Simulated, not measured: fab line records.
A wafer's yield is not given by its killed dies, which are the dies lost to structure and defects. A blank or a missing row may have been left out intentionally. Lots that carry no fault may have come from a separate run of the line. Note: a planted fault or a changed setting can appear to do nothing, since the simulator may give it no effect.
Matching of chambers + flow nand harc + NHARC_P_ZERO_WELL_ETCH_63 on rie si-05 has 4 sister chambers
The step etches the open film in HBr/Cl2, target depth 120 nm, time 40.1 s. 14 wafers are shown with their chamber, then 7 later ones without.

## WAFERS WITH THEIR CHAMBER
| wafer  | chamber | throttle valve pct (%) | oes product au (a.u.) | hbr flow sccm (sccm) |
|--------|---------|------------------------|-----------------------|----------------------|
| L074.1 | 1       | 26.392                 | 0.990                 | 150.4                |
| L074.2 | 0       | 26.396                 | 0.989                 | 150.0                |
| L074.5 | 3       | 26.396                 | 1.007                 | 150.6                |
| L077.2 | 1       | 26.397                 | 0.985                 | 150.4                |
| L077.3 | 3       | 26.410                 | 1.004                 | 149.4                |
| L077.6 | 1       | 26.412                 | 0.993                 | 149.9                |
| L078.2 | 3       | 26.393                 | 1.004                 | 149.7                |
| L078.4 | 0       | 26.400                 | 0.993                 | 150.5                |
| L078.5 | 0       | 26.394                 | 0.985                 | 149.5                |
| L084.1 | 1       | 26.409                 | 1.027                 | 150.6                |
| L084.3 | 3       | 26.404                 | 1.021                 | 150.1                |
| L084.6 | 0       | 26.390                 | 1.000                 | 149.3                |
| L086.1 | 2       | 26.391                 | 1.002                 | 150.2                |
| L086.4 | 1       | 26.419                 | 0.985                 | 150.6                |

SIGNATURES (averages over the wafers above)
| reading            | chamber 0 | chamber 1 | chamber 2 | chamber 3 | scatter within a chamber |
|--------------------|-----------|-----------|-----------|-----------|--------------------------|
| throttle valve pct | 26.39500  | 26.40580  | 26.39100  | 26.40075  | 0.00849                  |
| oes product au     | 0.99175   | 0.99600   | 1.00200   | 1.00900   | 0.0125                   |
| hbr flow sccm      | 149.825   | 150.380   | 150.200   | 149.950   | 0.448                    |
Rule: a wafer's distance from a chamber is the root of the sum, over the readings, of the square of ((its reading less the chamber's mean) divided by the reading's scatter). If the next closest chamber is less than 2 further off than the closest, the wafer can't be placed; otherwise it belongs to the closest. The scatter: the root of (the sum of the squares of (reading less its chamber's mean) over the shown wafers, divided by (wafers less chambers)).

## WAFERS WHOSE CHAMBER IS MISSING
| wafer  | throttle valve pct (%) | oes product au (a.u.) | hbr flow sccm (sccm) |
|--------|------------------------|-----------------------|----------------------|
| L086.5 | 26.400                 | 0.981                 | 151.1                |
| L089.3 | 26.396                 | 1.007                 | 150.2                |
| L089.5 | 26.411                 | 0.999                 | 150.3                |
| L089.6 | 26.407                 | 1.006                 | 150.1                |
| L090.1 | 26.390                 | 0.995                 | 150.5                |
| L090.2 | 26.396                 | 0.993                 | 150.7                |
| L090.3 | 26.395                 | 0.995                 | 150.3                |

## CHAMBER TAKEN BY EACH
| wafer  | from the rows above               | in truth |
|--------|-----------------------------------|----------|
| L086.5 | can't be placed: 1 or 2 or 0 or 3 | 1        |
| L089.3 | can't be placed: 2 or 3 or 0 or 1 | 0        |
| L089.5 | can't be placed: 1 or 3 or 0 or 2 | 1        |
| L089.6 | can't be placed: 3 or 1 or 0 or 2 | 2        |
| L090.1 | can't be placed: 2 or 0 or 1 or 3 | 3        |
| L090.2 | can't be placed: 1 or 2 or 0 or 3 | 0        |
| L090.3 | can't be placed: 2 or 0 or 1 or 3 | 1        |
Placed correctly: 0 of 7. Not placeable from these rows: 7 (in 7, the candidates include the true chamber). Wrongly placed: 0.
